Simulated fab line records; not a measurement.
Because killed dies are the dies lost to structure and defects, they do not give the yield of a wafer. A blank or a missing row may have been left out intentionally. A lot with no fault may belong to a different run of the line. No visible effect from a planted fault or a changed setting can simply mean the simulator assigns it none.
A struck lot beside a sound one    flow n5-finfet    28 steps out of a route of 1938
Sound: the wafers L877.1, L877.2, L877.5. Struck: wafer L890.3 (left out: L890.1, L890.4 of the same lot, which were not struck); the cause appears at the end.
Each step with rows lists, per side, the tool, then ch with its chambers, then its first start. Under that, the readings that differ: sound wafers    struck wafers    difference of the means    sigmas: that difference in standard deviations of wafers without a fault.
alike: readings with means less than 2 such deviations apart, plus words and numbers identical on both sides. not compared: withheld readings, readings lacking a value on some wafer, bounds such as >300 that could conceal the same value, and numbers that have no deviation in the record and whose values overlap.
Wherever a step has rows on one side only, a row that says differs or no value, or a row with sigmas, the two part there. Numbers that don't overlap but have no deviation are shown without sigmas and don't part them. A reading that every wafer of one side lacks parts them only if that side has two wafers or more.

first, 7 steps without rows for these wafers: N5_BEOL_M15_COAT_22 (resist thk 800 nm); N5_BEOL_M15_EBR_24; N5_BEOL_M15_SOFTBAKE_23 (time 60 s); N5_BEOL_M15_EXPOSE_25 (exposes mask M15, target cd 400 nm); N5_BEOL_M15_PEB_26 (peb time 90 s); N5_BEOL_M15_DEVELOP_27 (develop time 45 s); N5_BEOL_M15_HARDBAKE_32 (time 120 s).
N5_BEOL_M15_CD_MEAS_28 targets a cd of 407.6 nm.
  sound on cd-sem-03 ch 0, day 10 23:11; struck on cd-sem-01 ch 0, day 15 10:53
reading     sound              struck  difference  sigmas
cd-nm (nm)  407.4 405.8 402.9  410.1   +4.7        +2
N5_BEOL_M15_OVL_MEAS_29:
  sound on overlay-01 ch 0, day 10 23:13; struck on overlay-02 ch 0, day 15 10:55
  alike: M15_OVL
N5_BEOL_M15_INSPECT_30: inspects for defects (macro).
  sound: defect-inspect-02 at day 10 23:14; struck: defect-inspect-02 at day 15 10:56
reading           sound  struck  difference  sigmas
raw-defect-count  2 4 4  0       -3          -2
then, 1 step without rows for these wafers: N5_BEOL_M15_DESCUM_33 (chemistry O2, time 7.9 s).
N5_BEOL_M15_ETCH_61: etches BARC in N2/H2, target depth 89 nm, overetch 26.7 nm, time 67.9 s.
  sound on rie-diel-01 ch 1,2,3, day 10 23:18; struck on rie-diel-01 ch 3, day 15 11:02
  alike: bias-w, drypump-motor-current-A, oes-product-au, rf-vpp-V, showerhead-plenum-p-Torr, throttle-valve-pct
  not compared: rf-hours-counter-h
N5_BEOL_M15_TRENCH_ETCH_34: etches SiO2 in C4F8/O2/Ar, target depth 872.93 nm, time 199 s.
  sound on rie-diel-01 ch 1,2,3, day 10 23:22; struck on rie-diel-01 ch 3, day 15 11:05
reading                                     sound              struck  difference  sigmas
bias-w (W)                                  2030 2031 2035     2426    +394        +65
rf-vpp-V (V)                                2263 2235 2168     2545    +323        +8
model.etch.depth-nm (nm)                    869.7 866.6 883.4  897.2   +24.0       
model.coat_of_BEOL_M15_COAT_22.thk-nm (nm)  539 537.2 537.2    540.8   +3.0        
  alike: O2_flow_sccm, drypump-motor-current-A, oes-product-au, showerhead-plenum-p-Torr, throttle-valve-pct
  not compared: rf-hours-counter-h
then, 7 steps without rows for these wafers: N5_BEOL_M15_STRIP_36 (strips in O2); N5_BEOL_M15_STRIP_62 (strips in O2); N5_BEOL_M15_STRIP_37 (strips in O2); N5_BEOL_M15_ETCH_38 (etches SiCN in CF4/N2, target depth 106.4 nm, time 120.5 s); N5_BEOL_M15_PRECLEAN_39 (cleans in residue remover, time 60 s); N5_BEOL_M15_SRD_40 (time 30 s, dry time 30 s); N5_BEOL_M15_DEGAS_41 (time 60 s).
N5_BEOL_M15_PRE_CLEAN_42: time 30 s.
  sound: pvd-sputter-01 at day 11 01:43; struck: pvd-sputter-02 at day 15 12:47
  alike: heater-power-w, susceptor-temp-C
N5_BEOL_M15_SPUTTER_43: material TaN, target thk 15 nm, time 24.19 s.
  sound: pvd-sputter-01 at day 11 01:45; struck: pvd-sputter-02 at day 15 12:49
  alike: susceptor-temp-C, throttle-valve-pct
then, 1 step without rows for these wafers: N5_BEOL_M15_SPUTTER_44 (material Ta, target thk 15 nm, time 24.19 s).
N5_BEOL_M15_SPUTTER_45: material Cu, target thk 100 nm, time 16.67 s.
  sound: pvd-sputter-01 at day 11 01:55; struck: pvd-sputter-02 at day 15 12:59
  alike: susceptor-temp-C, throttle-valve-pct
then, 1 step without rows for these wafers: N5_BEOL_M15_ECD_47 (material Cu, target thk 1860 nm).
N5_BEOL_M15_ANNEAL_48: time 90 s.
  sound on rtp-anneal-01 ch 0, day 11 02:16; struck on rtp-anneal-02 ch 0, day 15 13:20
  alike: anneal-temp-c, wafer_temp_C_max
N5_BEOL_M15_CMP_49: polishes, stops on SiO2, t overpolish 4.9 s, target thk 850 nm.
  sound on cmp-03 ch 0,1,3, day 11 02:34; struck on cmp-01 ch 2, day 15 13:41
reading                                  sound              struck  difference  sigmas
model.Cu_of_BEOL_M15_ECD_47.thk-nm (nm)  847.8 844.8 860.8  873.4   +22.3       
  alike: barrier-field-endpoint-s, motor-current-A, overpolish-run-s
N5_BEOL_M15_THK_MEAS_50: measures by xrf.
  sound: film-metro-01 at day 11 02:52; struck: film-metro-02 at day 15 13:57
  alike: M15_THK

## WHERE THEY PART
At N5_BEOL_M15_CD_MEAS_28 first; at N5_BEOL_M15_TRENCH_ETCH_34 last (within this record only). Later steps at which nothing parts them and some readings are alike: N5_BEOL_M15_PRE_CLEAN_42, N5_BEOL_M15_SPUTTER_43, N5_BEOL_M15_SPUTTER_45, N5_BEOL_M15_ANNEAL_48, N5_BEOL_M15_CMP_49, N5_BEOL_M15_THK_MEAS_50.

WHY: the cause the simulator had injected
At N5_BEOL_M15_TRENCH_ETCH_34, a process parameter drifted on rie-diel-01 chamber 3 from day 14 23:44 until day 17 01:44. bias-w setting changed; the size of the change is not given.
